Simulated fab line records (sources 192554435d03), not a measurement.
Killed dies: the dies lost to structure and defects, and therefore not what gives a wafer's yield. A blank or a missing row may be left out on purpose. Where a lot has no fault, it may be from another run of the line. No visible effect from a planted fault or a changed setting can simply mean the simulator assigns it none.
Chamber matching :: flow n5Finfet :: 3 sister chambers for N5_BEOL_M0_PRE_CLEAN_131 on cvdCo-01
The step time 15 s. 6 wafers are shown with their chamber, then 12 later ones without.

## WAFERS PAIRED WITH THEIR CHAMBERS
wafer: L080.6
chamber: 1
heaterPowerW (W): 80

wafer: L082.4
chamber: 1
heaterPowerW (W): 80

wafer: L085.3
chamber: 2
heaterPowerW (W): 79

wafer: L089.2
chamber: 0
heaterPowerW (W): 110

wafer: L089.4
chamber: 2
heaterPowerW (W): 79

wafer: L089.5
chamber: 0
heaterPowerW (W): 107

## WAFERS WHOSE CHAMBER IS MISSING
wafer: L091.3
heaterPowerW (W): 108

wafer: L091.4
heaterPowerW (W): 110

wafer: L091.6
heaterPowerW (W): 80

wafer: L092.4
heaterPowerW (W): 81

wafer: L092.5
heaterPowerW (W): 106

wafer: L092.6
heaterPowerW (W): 77

wafer: L093.1
heaterPowerW (W): 82

wafer: L093.2
heaterPowerW (W): 78

wafer: L093.4
heaterPowerW (W): 106

wafer: L095.1
heaterPowerW (W): 81

wafer: L095.4
heaterPowerW (W): 81

wafer: L095.5
heaterPowerW (W): 80

## EACH ONE'S CHAMBER
wafer: L091.3
from the rows above: 0
in truth: 0

wafer: L091.4
from the rows above: 0
in truth: 0

wafer: L091.6
from the rows above: can't be placed: 1 or 2
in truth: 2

wafer: L092.4
from the rows above: can't be placed: 1 or 2
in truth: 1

wafer: L092.5
from the rows above: 0
in truth: 0

wafer: L092.6
from the rows above: can't be placed: 2 or 1
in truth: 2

wafer: L093.1
from the rows above: can't be placed: 1 or 2
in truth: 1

wafer: L093.2
from the rows above: can't be placed: 2 or 1
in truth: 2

wafer: L093.4
from the rows above: 0
in truth: 0

wafer: L095.1
from the rows above: can't be placed: 1 or 2
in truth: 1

wafer: L095.4
from the rows above: can't be placed: 1 or 2
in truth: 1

wafer: L095.5
from the rows above: can't be placed: 1 or 2
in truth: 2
Correct placement for 4 of the 12. Cannot be placed on the basis of these rows: 8; the candidates contain the true chamber in 8. Wrongly placed: 0.
How it was worked out, from the rows above alone: a wafer's distance from a chamber is the root of the sum, over the readings, of the square of ((its reading less the chamber's mean) divided by the reading's scatter). If the next closest chamber is less than 2 further off than the closest, the wafer can't be placed; otherwise it belongs to the closest. A chamber's mean is the mean of its shown wafers. The scatter is the square root of a quotient: the sum, over the shown wafers, of each reading's squared deviation from its chamber's mean, divided by wafers minus chambers.
